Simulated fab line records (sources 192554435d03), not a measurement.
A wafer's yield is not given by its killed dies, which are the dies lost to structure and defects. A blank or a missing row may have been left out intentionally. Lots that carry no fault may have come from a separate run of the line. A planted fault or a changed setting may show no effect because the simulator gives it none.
Split-lot experiment :: flow n5 finfet :: 21 wafers read from 7 lots, route of 1938 steps

SPLIT DETAILS
At N5_GATE_CUT_ALD_22 (deposits SiNx, target thk 16 nm, pulse time 1 s, ald cycles 320), the setting ald cycles was moved away from the recipe's 320 on 6 of the 21 wafers read, by -14.7% to -4.1%. All remaining wafers had this setting at the recipe value.

Reading taken at the split's own step.

THE READING
SiNx_of_GATE_CUT_ALD_22.thk nm (the simulator's own value, which no gauge read), in nm, at N5_GATE_CUT_ALD_22 (deposits SiNx, target thk 16 nm, pulse time 1 s, ald cycles 320). The file does not state a usual value for it. Across the 15 wafers here that went through the recipe, the average is 16.0 nm and the standard deviation 0.05 nm.

wafer: L074.1
tool, chamber at the split: ald sin-03, 3
ald cycles as run: 273
against the recipe: -14.7%
SiNx_of_GATE_CUT_ALD_22.thk nm, nm: 13.6
against lot-mates on the recipe: -2.4

wafer: L074.3
tool, chamber at the split: ald sin-03, 2
ald cycles as run: 320
against the recipe: recipe
SiNx_of_GATE_CUT_ALD_22.thk nm, nm: 16
against lot-mates on the recipe: -

wafer: L074.5
tool, chamber at the split: ald sin-03, 0
ald cycles as run: 273
against the recipe: -14.7%
SiNx_of_GATE_CUT_ALD_22.thk nm, nm: 13.8
against lot-mates on the recipe: -2.2

wafer: L075.1
tool, chamber at the split: ald sin-03, 3,2,1
ald cycles as run: 320
against the recipe: recipe
SiNx_of_GATE_CUT_ALD_22.thk nm, nm: 16
against lot-mates on the recipe: -

wafer: L075.3
tool, chamber at the split: ald sin-03, 3,2,1
ald cycles as run: 320
against the recipe: recipe
SiNx_of_GATE_CUT_ALD_22.thk nm, nm: 16
against lot-mates on the recipe: -

wafer: L075.6
tool, chamber at the split: ald sin-03, 3,2,1
ald cycles as run: 320
against the recipe: recipe
SiNx_of_GATE_CUT_ALD_22.thk nm, nm: 16
against lot-mates on the recipe: -

wafer: L076.3
tool, chamber at the split: ald sin-03, 3,1
ald cycles as run: 320
against the recipe: recipe
SiNx_of_GATE_CUT_ALD_22.thk nm, nm: 16
against lot-mates on the recipe: -

wafer: L076.6
tool, chamber at the split: ald sin-03, 3,1
ald cycles as run: 320
against the recipe: recipe
SiNx_of_GATE_CUT_ALD_22.thk nm, nm: 16
against lot-mates on the recipe: -

wafer: L076.5
tool, chamber at the split: ald sin-03, 0
ald cycles as run: 298
against the recipe: -6.9%
SiNx_of_GATE_CUT_ALD_22.thk nm, nm: 15
against lot-mates on the recipe: -1.0

wafer: L079.1
tool, chamber at the split: ald sin-03, 1
ald cycles as run: 320
against the recipe: recipe
SiNx_of_GATE_CUT_ALD_22.thk nm, nm: 16
against lot-mates on the recipe: -

wafer: L079.5
tool, chamber at the split: ald sin-03, 1
ald cycles as run: 320
against the recipe: recipe
SiNx_of_GATE_CUT_ALD_22.thk nm, nm: 16
against lot-mates on the recipe: -

wafer: L079.6
tool, chamber at the split: ald sin-03, 0
ald cycles as run: 278
against the recipe: -13.1%
SiNx_of_GATE_CUT_ALD_22.thk nm, nm: 14
against lot-mates on the recipe: -2.0

wafer: L089.2
tool, chamber at the split: ald sin-02, 2
ald cycles as run: 320
against the recipe: recipe
SiNx_of_GATE_CUT_ALD_22.thk nm, nm: 16
against lot-mates on the recipe: -

wafer: L089.5
tool, chamber at the split: ald sin-02, 2
ald cycles as run: 320
against the recipe: recipe
SiNx_of_GATE_CUT_ALD_22.thk nm, nm: 16
against lot-mates on the recipe: -

wafer: L089.4
tool, chamber at the split: ald sin-02, 3
ald cycles as run: 320
against the recipe: recipe
SiNx_of_GATE_CUT_ALD_22.thk nm, nm: 16.2
against lot-mates on the recipe: -

wafer: L091.1
tool, chamber at the split: ald sin-03, 2,3,3
ald cycles as run: 320
against the recipe: recipe
SiNx_of_GATE_CUT_ALD_22.thk nm, nm: 16
against lot-mates on the recipe: -

wafer: L091.3
tool, chamber at the split: ald sin-03, 2,3,3
ald cycles as run: 320
against the recipe: recipe
SiNx_of_GATE_CUT_ALD_22.thk nm, nm: 16
against lot-mates on the recipe: -

wafer: L091.5
tool, chamber at the split: ald sin-03, 2,3,3
ald cycles as run: 320
against the recipe: recipe
SiNx_of_GATE_CUT_ALD_22.thk nm, nm: 16
against lot-mates on the recipe: -

wafer: L096.2
tool, chamber at the split: ald sin-02, 0,3
ald cycles as run: 307
against the recipe: -4.1%
SiNx_of_GATE_CUT_ALD_22.thk nm, nm: 15.4
against lot-mates on the recipe: -0.6

wafer: L096.3
tool, chamber at the split: ald sin-02, 0,3
ald cycles as run: 307
against the recipe: -4.1%
SiNx_of_GATE_CUT_ALD_22.thk nm, nm: 15.4
against lot-mates on the recipe: -0.6

wafer: L096.5
tool, chamber at the split: ald sin-02, 3
ald cycles as run: 320
against the recipe: recipe
SiNx_of_GATE_CUT_ALD_22.thk nm, nm: 16
against lot-mates on the recipe: -
The file does not say which wafer passed through which chamber wherever a row lists several chambers: such a row stands for several wafers.

FIT RESULTS
A straight line over all 21 wafers: SiNx_of_GATE_CUT_ALD_22.thk nm changes by +0.156 nm for each +1% of ald cycles; r = +1.00; the points scatter about the line by 0.058 nm.
The same after taking each lot's own level away (the mean of its wafers on the recipe; 21 wafers): +0.155 nm for each +1%; r = +1.00; scatter 0.053 nm.
The reading moves by 2.3 nm for the largest change in ald cycles, on that fit.
Measured against the standard deviation above, the lots' own levels, which go from 16.00 to 16.07 nm, span 1.3 times it.
So the lot-to-lot level changes the slope little: the two slopes agree.
Check: -2.21 nm against its lot-mates is what the line predicts for one of the wafers moved furthest among these (-14.7%) when that wafer is left out of the fit. It came out at -2.4 nm against them.

OTHER SPLITS ON THESE WAFERS
Before the reading, these wafers also passed through other splits. Each is held against what the fit with the lots' levels taken away leaves over:
other split on the same wafers: N5_SD_EPI_N_DEVELOP_08 develop time s
wafers away from the commonest value: 8
r with SiNx_of_GATE_CUT_ALD_22.thk nm (lot level and that fit taken away): +0.02

other split on the same wafers: N5_SD_EPI_P_ETCH_16 target depth a
wafers away from the commonest value: 7
r with SiNx_of_GATE_CUT_ALD_22.thk nm (lot level and that fit taken away): -0.02

other split on the same wafers: N5_SD_EPI_P_EPI_21 temp c
wafers away from the commonest value: 6
r with SiNx_of_GATE_CUT_ALD_22.thk nm (lot level and that fit taken away): -0.11

other split on the same wafers: N5_SDB_ETCH_17 bias w
wafers away from the commonest value: 7
r with SiNx_of_GATE_CUT_ALD_22.thk nm (lot level and that fit taken away): +0.02

other split on the same wafers: N5_SDB_CUT_ETCH_26 icp w
wafers away from the commonest value: 8
r with SiNx_of_GATE_CUT_ALD_22.thk nm (lot level and that fit taken away): -0.05

other split on the same wafers: N5_HKMG_FIN_PEB_47 peb time s
wafers away from the commonest value: 8
r with SiNx_of_GATE_CUT_ALD_22.thk nm (lot level and that fit taken away): -0.14

other split on the same wafers: N5_HKMG_FIN_ETCH_55 time s
wafers away from the commonest value: 3
r with SiNx_of_GATE_CUT_ALD_22.thk nm (lot level and that fit taken away): -0.04

FILE'S OWN FIT
SiNx_of_GATE_CUT_ALD_22.thk nm changes by +0.153 nm for each +1% of ald cycles, r = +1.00.
